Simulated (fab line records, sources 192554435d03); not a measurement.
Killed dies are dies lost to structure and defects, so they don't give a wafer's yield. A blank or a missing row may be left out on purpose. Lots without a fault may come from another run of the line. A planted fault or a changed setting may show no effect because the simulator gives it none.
fab line records | flow n5_finfet
record lots=24 wafers=72 last_day=19
route steps=1938 shown BEOL_M9@1434 BEOL_M10@1484
lots that met no fault: from a run of the same line without faults
start_h: hours from the record's first day to the start of the lot's first wafer shown | wait_h: hours since the lot's step before | " the same as in the row above | L1.1+2: a row that stands for several wafers | - no value, or no start given | * or withheld: withheld | < > ~ a bound
route shown NAME@n: a module of which the file shows steps, and the number in the route of the first | usual: mean/standard deviation of fault-free wafers | same: alike in all rows | chamber/n: place in a boat | sites: the reading at each site | _std_site: their standard deviation | _edge_site: outer sites' mean less inner sites' | radius_mm: how far each site lies from the wafer's centre | mask NAME#n: copy n | behind: the tool/chamber that last shaped the wafer | hold: why the lot was held/for how many hours/how that ended | device: the transistor (n, p or np) that didn't switch | end of line: the same wafers' tests at the end of the route | a step without rows: its recipe alone | killed: dies lost to structure and defects at the first sort, not the wafer's yield | map: a wafer's dies, x killed, . not, _ none there
set.NAME: the setting as run; set.NAME@STEP: as run at that earlier step | model.NAME: the simulator's own value behind a step, which no gauge read
steps of the route over a sample of lots; a table a step, a row a wafer
services: from which hour (start_h, from the record's first day; less than 0 if before it) a tool's chamber was out of use, for how many hours, and why
## steps
# step N5_BEOL_M9_CD_MEAS_28
# recipe target_cd_nm=70 landing_energy_ev=500 detector=se_inlens polarity=opening
# usual cd_nm=69.95/0.28
# columns lot.wafer tool chamber start_h wait_h cd_nm
L075.2 cd_sem-02 0 224.92 - 70.41
L075.3 " 0 " " 70.07
L075.5 " 0 " " 69.91
L074.2 cd_sem-02 0 237.92 - 69.88
L074.3 " 0 " " 69.63
L074.6 " 0 " " 70.07
L077.3 cd_sem-02 0 248.19 - 69.83
L077.5 " 0 " " 70.16
L077.6 " 0 " " 69.95
L076.1 cd_sem-01 0 250.30 - 70.24
L076.4 " 0 " " 70.58
L076.5 " 0 " " 70.15
L078.1 cd_sem-03 0 265.04 - 70.15
L078.2 " 0 " " 70.19
L078.3 " 0 " " 70.40
L079.2 cd_sem-01 0 274.57 - 70.11
L079.4 " 0 " " 69.92
L079.6 " 0 " " 70.45
L082.4 cd_sem-02 0 276.94 - 70.00
L082.5 " 0 " " 69.68
L082.6 " 0 " " 69.89
L081.2 cd_sem-01 0 283.69 - 70.06
L081.3 " 0 " " 69.82
L081.5 " 0 " " 70.36
L080.1 cd_sem-02 0 292.12 - 70.05
L080.2 " 0 " " 70.16
L080.6 " 0 " " 69.60
L083.2 cd_sem-02 0 293.18 - 69.63
L083.3 " 0 " " 69.85
L083.5 " 0 " " 69.85
L084.1 cd_sem-01 0 293.41 - 69.62
L084.4 " 0 " " 69.42
L084.6 " 0 " " 69.91
L085.2 cd_sem-02 0 296.34 - 70.37
L085.3 " 0 " " 70.16
L085.6 " 0 " " 70.06
L086.2 cd_sem-02 0 300.74 - 70.24
L086.3 " 0 " " 70.24
L086.4 " 0 " " 69.83
L088.2 cd_sem-03 0 321.84 - 69.77
L088.5 " 0 " " 69.76
L088.6 " 0 " " 69.58
L087.1 cd_sem-03 0 329.49 - 69.61
L087.2 " 0 " " 69.39
L087.6 " 0 " " 69.81
L091.3 cd_sem-01 0 330.95 - 70.00
L091.4 " 0 " " 69.86
L091.6 " 0 " " 69.57
L089.2 cd_sem-03 0 342.14 - 70.46
L089.4 " 0 " " 70.15
L089.5 " 0 " " 69.99
L090.2 cd_sem-01 0 357.59 - 70.01
L090.3 " 0 " " 70.06
L090.4 " 0 " " 70.23
L093.1 cd_sem-01 0 365.09 - 69.90
L093.2 " 0 " " 69.77
L093.4 " 0 " " 69.63
L092.4 cd_sem-02 0 365.26 - 69.51
L092.5 " 0 " " 69.84
L092.6 " 0 " " 69.91
L094.1 cd_sem-02 0 384.45 - 69.51
L094.2 " 0 " " 69.82
L094.3 " 0 " " 69.69
L096.3 cd_sem-02 0 386.25 - 70.16
L096.5 " 0 " " 70.09
L096.6 " 0 " " 69.81
L097.1 cd_sem-01 0 389.17 - 69.71
L097.5 " 0 " " 69.98
L097.6 " 0 " " 70.18
L095.1 cd_sem-01 0 389.35 - 70.03
L095.4 " 0 " " 70.02
L095.5 " 0 " " 69.70
# step N5_BEOL_M9_OVL_MEAS_29
# recipe points_per_wafer=522
# usual V8_OVL=-0.1/0.63
# columns lot.wafer tool chamber start_h wait_h V8_OVL[nm]
L075.2 overlay-01 0 224.95 0.0 -1.3
L075.3 " 0 " " 0.3
L075.5 " 0 " " -0.4
L074.2 overlay-02 0 237.95 0.0 0.4
L074.3 " 0 " " -0.3
L074.6 " 0 " " 0.7
L077.3 overlay-02 0 248.23 0.0 -0.2
L077.5 " 0 " " 1.4
L077.6 " 0 " " 0.5
L076.1 overlay-01 0 250.33 0.0 -0.7
L076.4 " 0 " " -0.3
L076.5 " 0 " " 0.3
L078.1 overlay-01 0 265.07 0.0 0.0
L078.2 " 0 " " -0.9
L078.3 " 0 " " 0.3
L079.2 overlay-02 0 274.61 0.0 -0.3
L079.4 " 0 " " -0.8
L079.6 " 0 " " 0.3
L082.4 overlay-01 0 276.99 0.0 -1.2
L082.5 " 0 " " -0.3
L082.6 " 0 " " -0.6
L081.2 overlay-01 0 283.73 0.0 1.1
L081.3 " 0 " " 1.0
L081.5 " 0 " " 0.5
L080.1 overlay-01 0 292.15 0.0 0.2
L080.2 " 0 " " -1.3
L080.6 " 0 " " -0.6
L083.2 overlay-01 0 293.22 0.0 0.4
L083.3 " 0 " " 0.7
L083.5 " 0 " " 1.3
L084.1 overlay-01 0 293.44 0.0 0.0
L084.4 " 0 " " -0.2
L084.6 " 0 " " -0.6
L085.2 overlay-01 0 296.37 0.0 -1.1
L085.3 " 0 " " -0.1
L085.6 " 0 " " -0.6
L086.2 overlay-01 0 300.77 0.0 0.9
L086.3 " 0 " " -0.2
L086.4 " 0 " " 0.4
L088.2 overlay-02 0 321.88 0.0 0.4
L088.5 " 0 " " 0.4
L088.6 " 0 " " -0.1
L087.1 overlay-02 0 329.52 0.0 -0.7
L087.2 " 0 " " 0.0
L087.6 " 0 " " -0.9
L091.3 overlay-02 0 330.99 0.0 -0.8
L091.4 " 0 " " 0.3
L091.6 " 0 " " -0.2
L089.2 overlay-01 0 342.18 0.0 0.5
L089.4 " 0 " " -0.1
L089.5 " 0 " " -0.1
L090.2 overlay-01 0 357.62 0.0 -0.8
L090.3 " 0 " " -1.2
L090.4 " 0 " " -0.3
L093.1 overlay-01 0 365.12 0.0 -0.1
L093.2 " 0 " " -1.0
L093.4 " 0 " " -1.2
L092.4 overlay-01 0 365.30 0.0 -0.7
L092.5 " 0 " " -0.3
L092.6 " 0 " " 0.7
L094.1 overlay-01 0 384.48 0.0 0.6
L094.2 " 0 " " 0.7
L094.3 " 0 " " 0.8
L096.3 overlay-02 0 386.29 0.0 -0.2
L096.5 " 0 " " -0.5
L096.6 " 0 " " -0.4
L097.1 overlay-01 0 389.21 0.0 0.3
L097.5 " 0 " " -0.5
L097.6 " 0 " " 1.8
L095.1 overlay-01 0 389.39 0.0 0.8
L095.4 " 0 " " 0.5
L095.5 " 0 " " -1.0
# step N5_BEOL_M9_RS_MEAS_57
# recipe thk_meas_gauge=four-point-probe reads=Cu_of_BEOL_M9_ECD_50+Co_of_BEOL_M9_CVD_78+TaN_of_BEOL_M9_ALD_74
# usual M9_RS=0.151/0.0033
# columns lot.wafer tool chamber start_h wait_h M9_RS[ohm/sq]
L075.2 film_metro-01 - 230.62 0.1 0.155
L075.3 " - " " 0.146
L075.5 " - " " 0.150
L074.2 film_metro-02 - 246.65 0.1 0.150
L074.3 " - " " 0.154
L074.6 " - " " 0.152
L077.3 film_metro-01 - 254.27 0.1 0.154
L077.5 " - " " 0.153
L077.6 " - " " 0.154
L076.1 film_metro-02 - 256.72 0.1 0.148
L076.4 " - " " 0.157
L076.5 " - " " 0.152
L078.1 film_metro-02 - 268.78 0.1 0.149
L078.2 " - " " 0.147
L078.3 " - " " 0.154
L079.2 film_metro-01 - 277.42 0.1 0.153
L079.4 " - " " 0.143
L079.6 " - " " 0.155
L082.4 film_metro-02 - 281.75 0.0 0.151
L082.5 " - " " 0.152
L082.6 " - " " 0.147
L081.2 film_metro-02 - 286.86 0.1 0.146
L081.3 " - " " 0.153
L081.5 " - " " 0.154
L080.1 film_metro-02 - 295.63 0.1 0.150
L080.2 " - " " 0.156
L080.6 " - " " 0.154
L083.2 film_metro-01 - 296.23 0.1 0.152
L083.3 " - " " 0.152
L083.5 " - " " 0.149
L084.1 film_metro-01 - 297.42 0.1 0.152
L084.4 " - " " 0.152
L084.6 " - " " 0.145
L085.2 film_metro-02 - 299.82 0.1 0.154
L085.3 " - " " 0.152
L085.6 " - " " 0.153
L086.2 film_metro-02 - 303.76 0.1 0.147
L086.3 " - " " 0.156
L086.4 " - " " 0.152
L088.2 film_metro-02 - 325.27 0.1 0.144
L088.5 " - " " 0.147
L088.6 " - " " 0.153
L087.1 film_metro-02 - 332.34 0.1 0.154
L087.2 " - " " 0.155
L087.6 " - " " 0.153
L091.3 film_metro-02 - 335.04 0.1 0.151
L091.4 " - " " 0.151
L091.6 " - " " 0.152
L089.2 film_metro-02 - 347.71 0.1 0.148
L089.4 " - " " 0.152
L089.5 " - " " 0.148
L090.2 film_metro-02 - 362.25 0.1 0.150
L090.3 " - " " 0.154
L090.4 " - " " 0.157
L093.1 film_metro-01 - 368.73 0.1 0.154
L093.2 " - " " 0.150
L093.4 " - " " 0.144
L092.4 film_metro-01 - 372.55 0.0 0.150
L092.5 " - " " 0.153
L092.6 " - " " 0.151
L094.1 film_metro-01 - 388.88 0.1 0.155
L094.2 " - " " 0.150
L094.3 " - " " 0.154
L096.3 film_metro-01 - 391.33 0.1 0.148
L096.5 " - " " 0.150
L096.6 " - " " 0.150
L097.1 film_metro-02 - 392.54 0.1 0.151
L097.5 " - " " 0.151
L097.6 " - " " 0.148
L095.1 film_metro-01 - 393.01 0.1 0.148
L095.4 " - " " 0.151
L095.5 " - " " 0.155
# step N5_BEOL_M10_OVL_MEAS_12
# recipe points_per_wafer=44
# usual M10_OVL=-0.4/0.89
# columns lot.wafer tool chamber start_h wait_h M10_OVL[nm]
L075.2 overlay-02 0 233.50 0.0 -0.3
L075.3 " 0 " " -0.2
L075.5 " 0 " " -0.2
L074.2 overlay-01 0 248.33 0.0 -0.3
L074.3 " 0 " " -0.3
L074.6 " 0 " " 0.3
L077.3 overlay-02 0 256.39 0.0 0.8
L077.5 " 0 " " 0.7
L077.6 " 0 " " 0.5
L076.1 overlay-01 0 262.53 0.0 -1.1
L076.4 " 0 " " 0.8
L076.5 " 0 " " -0.2
L078.1 overlay-01 0 271.51 0.0 -0.2
L078.2 " 0 " " -0.4
L078.3 " 0 " " 0.1
L079.2 overlay-01 0 280.64 0.0 0.4
L079.4 " 0 " " -0.4
L079.6 " 0 " " -0.6
L082.4 overlay-02 0 285.53 0.0 -0.2
L082.5 " 0 " " 0.8
L082.6 " 0 " " 0.6
L081.2 overlay-01 0 289.19 0.0 0.0
L081.3 " 0 " " 1.1
L081.5 " 0 " " 1.0
L080.1 overlay-02 0 297.40 0.0 -1.0
L080.2 " 0 " " -0.2
L080.6 " 0 " " 0.0
L083.2 overlay-02 0 297.77 0.0 -1.3
L083.3 " 0 " " -1.1
L083.5 " 0 " " -0.8
L084.1 overlay-02 0 298.82 0.0 -0.1
L084.4 " 0 " " -1.1
L084.6 " 0 " " -0.6
L085.2 overlay-01 0 301.73 0.0 -0.4
L085.3 " 0 " " -1.2
L085.6 " 0 " " -1.5
L086.2 overlay-02 0 305.61 0.0 -1.5
L086.3 " 0 " " -1.4
L086.4 " 0 " " -1.0
L088.2 overlay-02 0 327.26 0.0 0.7
L088.5 " 0 " " 0.8
L088.6 " 0 " " 1.1
L087.1 overlay-01 0 334.14 0.0 -1.9
L087.2 " 0 " " -2.3
L087.6 " 0 " " -0.5
L091.3 overlay-01 0 337.33 0.0 -0.1
L091.4 " 0 " " -0.1
L091.6 " 0 " " 0.4
L089.2 overlay-01 0 349.52 0.0 -1.0
L089.4 " 0 " " -1.7
L089.5 " 0 " " -0.1
L090.2 overlay-02 0 365.64 0.0 -0.6
L090.3 " 0 " " -1.3
L090.4 " 0 " " -1.0
L093.1 overlay-02 0 370.39 0.0 -0.1
L093.2 " 0 " " 1.5
L093.4 " 0 " " -0.4
L092.4 overlay-02 0 374.78 0.0 -0.8
L092.5 " 0 " " -1.0
L092.6 " 0 " " -1.8
L094.1 overlay-01 0 390.80 0.0 0.5
L094.2 " 0 " " 0.1
L094.3 " 0 " " -0.1
L096.3 overlay-01 0 396.94 0.0 -1.0
L096.5 " 0 " " -1.5
L096.6 " 0 " " -1.2
L097.1 overlay-01 0 397.28 0.0 -0.6
L097.5 " 0 " " 0.8
L097.6 " 0 " " 0.4
L095.1 overlay-01 0 398.33 0.0 0.7
L095.4 " 0 " " -1.3
L095.5 " 0 " " -0.1
# step N5_BEOL_M10_STRIP_36
# recipe chemistry=N2/H2 power_w=450 temp_c=40 pressure_mtorr=20 rf_frequency_hz=6e+07 overash_fraction=0.3 bias_power_w=7 h2_frac=0.5 n2_flow_sccm=200 h2_flow_sccm=200
# usual drypump_motor_current_A=5.72/0.25 oes_product_au=0.82/0.058 rf_vpp_V=59.3/2 showerhead_plenum_p_Torr=2.57/0.088 throttle_valve_pct=23.6/0.32
# columns lot.wafer tool chamber start_h wait_h drypump_motor_current_A oes_product_au rf_hours_counter_h rf_vpp_V showerhead_plenum_p_Torr throttle_valve_pct
L075.2 rie_diel-06 1 236.13 0.0 5.59 0.81 96 58.2 2.46 23.8
L075.3 " 3 " " 5.25 0.93 11 59.0 2.59 23.2
L075.5 " 1 " " 5.57 0.80 - 55.9 2.46 23.8
L074.2 rie_diel-04 3 249.61 0.0 6.05 0.85 68 56.4 2.70 23.7
L074.3 " 2 " " 5.45 0.66 242 59.9 2.41 24.3
L074.6 " 3 " " 6.02 0.85 - 63.0 2.70 23.7
L076.1 rie_diel-06 1 265.09 0.0 5.63 0.79 105 62.7 2.46 23.8
L076.4 " 3 " " 5.26 0.92 20 64.1 2.59 23.2
L076.5 " 0 " " 5.61 0.84 - 62.2 2.69 23.7
L077.3 rie_diel-05 0 265.54 0.0 5.60 0.76 146 57.6 2.53 23.3
L077.5 " 2 " " 6.16 0.81 - 59.5 2.56 23.8
L077.6 " 1 " " 5.82 0.86 - 60.6 2.58 23.0
L078.1 rie_diel-06 3 274.97 0.0 5.27 0.91 24 56.0 2.59 23.2
L078.2 " 2 " " 5.74 0.82 70 59.9 2.67 23.1
L078.3 " 1 " " 5.61 0.80 108 60.5 2.46 23.8
L079.2 rie_diel-05 2 284.48 0.0 6.15 0.79 108 57.8 2.56 23.8
L079.4 " 1 " " 5.82 0.85 51 55.8 2.57 23.0
L079.6 " 3 " " 5.96 0.90 - 55.8 2.49 23.9
L082.4 rie_diel-06 2 286.82 0.0 5.76 0.82 74 56.7 2.67 23.1
L082.5 " 2 " " 5.74 0.82 - 61.3 2.67 23.1
L082.6 " 1 " " 5.59 0.80 - 59.7 2.46 23.8
L081.2 rie_diel-04 0 291.36 0.0 5.43 0.92 15 59.3 2.49 23.5
L081.3 " 1 " " 6.01 0.88 48 59.0 2.58 23.5
L081.5 " 0 " " 5.46 0.91 - 61.3 2.49 23.5
L080.1 rie_diel-06 0 300.23 0.0 5.59 0.81 90 58.1 2.68 23.7
L080.2 " 2 " " 5.74 0.81 81 58.8 2.67 23.1
L080.6 " 2 " " 5.76 0.81 - 61.1 2.67 23.1
L083.2 rie_diel-05 3 301.68 0.0 5.87 0.89 29 59.6 2.49 23.9
L083.3 " 1 " " 5.81 0.85 59 59.2 2.57 23.0
L083.5 " 3 " " 5.91 0.87 - 52.6 2.49 23.9
L084.1 rie_diel-06 2 302.08 0.0 5.73 0.81 82 59.8 2.67 23.1
L084.4 " 3 " " 5.27 0.90 33 60.0 2.58 23.2
L084.6 " 0 " " 5.57 0.80 - 61.0 2.68 23.8
L085.2 rie_diel-06 3 305.37 0.0 5.27 0.90 35 59.6 2.58 23.2
L085.3 " 0 " " 5.61 0.81 93 57.8 2.69 23.8
L085.6 " 0 " " 5.58 0.80 - 59.0 2.68 23.7
L086.2 rie_diel-06 0 310.29 0.0 5.60 0.81 95 63.9 2.68 23.7
L086.3 " 2 " " 5.76 0.82 87 60.3 2.67 23.2
L086.4 " 3 " " 5.26 0.89 38 61.7 2.58 23.3
L088.2 rie_diel-04 0 330.41 0.0 5.47 0.89 21 60.6 2.48 23.5
L088.5 " 2 " " 5.44 0.96 - 56.8 2.72 23.8
L088.6 " 3 " " 6.04 0.82 - 58.2 2.69 23.7
L087.1 rie_diel-06 1 336.26 0.0 5.63 0.77 135 59.1 2.45 23.8
L087.2 " 2 " " 5.78 0.80 98 58.9 2.66 23.2
L087.6 " 1 " " 5.62 0.76 - 60.1 2.45 23.8
L091.3 rie_diel-06 1 339.31 0.0 5.61 0.75 136 57.9 2.45 23.8
L091.4 " 0 " " 5.58 0.79 106 59.3 2.68 23.8
L091.6 " 3 " " 5.28 0.88 - 56.4 2.58 23.3
L089.2 rie_diel-05 3 356.08 0.0 5.97 0.85 52 58.1 2.48 23.9
L089.4 " 0 " " 5.56 0.74 - 56.3 2.52 23.3
L089.5 " 2 " " 6.14 0.77 - 59.9 2.55 23.9
L090.2 rie_diel-05 3 367.26 0.0 5.91 0.84 56 60.8 2.48 23.9
L090.3 " 0 " " 5.61 0.72 177 58.8 2.52 23.3
L090.4 " 2 " " 6.14 0.76 144 58.3 2.54 24.0
L093.1 rie_diel-04 0 372.49 0.0 5.45 0.87 35 55.9 2.48 23.5
L093.2 " 1 " " 6.09 0.86 62 61.4 2.57 23.5
L093.4 " 2 " " 5.47 0.92 19 62.8 2.72 23.8
L092.4 rie_diel-04 1 376.22 0.0 6.02 0.86 64 62.5 2.57 23.4
L092.5 " 2 " " 5.43 0.92 - 61.6 2.72 23.8
L092.6 " 1 " " 6.05 0.85 - 59.9 2.57 23.5
L094.1 rie_diel-05 0 397.13 0.0 5.58 0.70 188 54.9 2.52 23.4
L094.2 " 3 " " 5.90 0.82 66 60.1 2.48 24.0
L094.3 " 2 " " 6.14 0.75 153 60.7 2.54 23.9
L096.3 rie_diel-04 2 399.40 0.0 5.45 0.90 29 59.5 2.71 23.9
L096.5 " 1 " " 6.06 0.83 - 59.6 2.57 23.5
L096.6 " 2 " " 5.46 0.90 - 61.5 2.71 23.8
L097.1 rie_diel-05 0 399.44 0.0 5.60 0.71 188 59.9 2.52 23.4
L097.5 " 2 " " 6.15 0.75 - 57.4 2.54 23.9
L097.6 " 1 " " 5.83 0.80 - 55.5 2.55 23.1
L095.1 rie_diel-05 1 400.38 0.0 5.82 0.79 99 61.1 2.55 23.0
L095.4 " 2 " " 6.16 0.74 155 56.5 2.54 23.9
L095.5 " 1 " " 5.79 0.80 - 58.5 2.55 23.1
# step N5_BEOL_M10_ALD_74
# recipe material=TaN target_thk_a=20 temp_c=275 ald_precursor_family=PDMAT ald_co_reactant=NH3 pressure_torr=3 carrier_flow_sccm=1500 pulse_time_s=2 purge_time_s=3 co_reactant_purge_time_s=2 co_reactant_pulse_time_s=3 ald_cycles=40 precursor_vessel_temp_c=75 precursor_vessel_pressure_torr=26.25 precursor_vessel_carrier_sccm=1000
# usual heater_power_w=408/40 precursor_vessel_carrier_sccm=999.4/2.9
# columns lot.wafer tool chamber start_h wait_h heater_power_w precursor_vessel_carrier_sccm since_wet_clean_h
L075.2 ald_metal-04 3 237.36 0.1 456 997.8 6054
L075.3 " 0 " " 400 998.9 6054
L075.5 " 0 " " 405 1001.5 -
L074.2 ald_metal-04 2 250.46 0.0 416 996.0 6067
L074.3 " 1 " " 374 1002.0 6067
L074.6 " 3 " " 443 995.8 -
L076.1 ald_metal-02 0 266.27 0.0 403 1000.5 1468
L076.4 " 2 " " 372 997.6 -
L076.5 " 0 " " 406 998.6 -
L077.3 ald_metal-04 0 266.54 0.0 392 1000.2 6083
L077.5 " 0 " " 389 999.5 -
L077.6 " 3 " " 446 1003.8 -
L078.1 ald_metal-02 1 275.94 0.1 412 998.5 1477
L078.2 " 2 " " 383 1003.8 1477
L078.3 " 0 " " 404 998.0 1477
L079.2 ald_metal-02 2 285.51 0.1 376 1000.5 1487
L079.4 " 1 " " 422 995.9 -
L079.6 " 2 " " 374 998.5 -
L082.4 ald_metal-02 0 288.80 0.2 417 998.9 -
L082.5 " 1 " " 429 998.1 -
L082.6 " 2 " " 374 1000.9 -
L081.2 ald_metal-01 3 292.79 0.1 423 1002.5 3033
L081.3 " 0 " " 433 1000.6 3033
L081.5 " 2 " " 514 999.1 -
L080.1 ald_metal-04 3 301.30 0.1 447 992.3 6118
L080.2 " 2 " " 411 997.4 6118
L080.6 " 3 " " 451 995.0 -
L083.2 ald_metal-04 3 302.52 0.0 461 998.0 6119
L083.3 " 0 " " 397 995.5 6119
L083.5 " 3 " " 444 994.9 -
L084.1 ald_metal-01 3 303.15 0.0 421 998.3 3043
L084.4 " 3 " " 424 996.4 -
L084.6 " 1 " " 367 1001.0 -
L085.2 ald_metal-04 2 306.90 0.0 415 998.9 6124
L085.3 " 0 " " 411 1003.3 6124
L085.6 " 0 " " 401 999.7 -
L086.2 ald_metal-04 1 311.21 0.0 370 1000.6 6128
L086.3 " 2 " " 412 996.4 6128
L086.4 " 0 " " 398 998.2 6128
L088.2 ald_metal-02 2 331.31 0.0 373 1000.7 1533
L088.5 " 0 " " 412 1003.0 -
L088.6 " 3 " " 369 995.8 -
L087.1 ald_metal-01 0 337.40 0.2 433 1001.1 3077
L087.2 " 1 " " 356 999.9 3077
L087.6 " 0 " " 427 1000.7 -
L091.3 ald_metal-02 2 340.15 0.0 375 1000.0 1541
L091.4 " 1 " " 408 1000.9 -
L091.6 " 0 " " 410 999.4 -
L089.2 ald_metal-04 2 357.87 0.3 419 997.9 7
L089.4 " 1 " " 320 1001.4 7
L089.5 " 3 " " 441 995.3 -
L090.2 ald_metal-04 1 369.64 0.0 324 1002.7 18
L090.3 " 0 " " 408 999.5 18
L090.4 " 2 " " 429 1003.3 18
L093.1 ald_metal-04 2 373.72 0.2 421 996.4 23
L093.2 " 1 " " 318 998.4 23
L093.4 " 0 " " 406 999.7 23
L092.4 ald_metal-02 1 378.45 0.0 417 999.9 1580
L092.5 " 2 " " 379 1000.3 -
L092.6 " 3 " " 367 1000.9 -
L094.1 ald_metal-01 1 398.72 0.0 361 998.6 3139
L094.2 " 3 " " 425 1001.0 3139
L094.3 " 2 " " 498 1000.5 3139
L096.3 ald_metal-01 1 400.59 0.1 354 996.9 3140
L096.5 " 3 " " 417 1002.0 -
L096.6 " 0 " " 435 1000.9 -
L097.1 ald_metal-04 1 400.71 0.1 321 1003.6 50
L097.5 " 1 " " 323 1000.1 -
L097.6 " 0 " " 405 1001.2 -
L095.1 ald_metal-04 1 401.58 0.2 328 1001.6 50
L095.4 " 1 " " 337 1000.9 -
L095.5 " 0 " " 398 1001.4 -
## services
# columns tool chamber start_h hours kind
rie_diel-05 - 238.15 0.8 repair
ald_metal-02 3 260.21 36.9 repair
ald_metal-04 - 277.25 0.8 repair
rie_diel-04 - 292.12 28.1 pm
ald_metal-04 0 293.78 - calibration
rie_diel-04 1 326.00 10.0 repair
rie_diel-05 0 329.85 3.2 repair
ald_metal-02 3 335.93 17.4 repair
ald_metal-04 - 337.25 14.0 pm
ald_metal-04 0 337.25 14.0 vent_cycle
ald_metal-04 1 337.25 14.0 vent_cycle
ald_metal-04 2 337.25 14.0 vent_cycle
ald_metal-04 3 337.25 14.0 vent_cycle
rie_diel-05 - 339.29 2.8 pm
rie_diel-04 - 341.02 0.3 repair
ald_metal-04 0 351.25 - clean
ald_metal-04 1 351.25 - clean
ald_metal-04 2 351.25 - clean
ald_metal-04 3 351.25 - clean
rie_diel-05 1 355.98 1.7 repair
ald_metal-01 - 367.65 14.6 pm
rie_diel-04 - 391.12 0.2 repair
ald_metal-04 2 392.28 30.6 repair
rie_diel-06 0 393.32 5.4 repair
## key
fault none
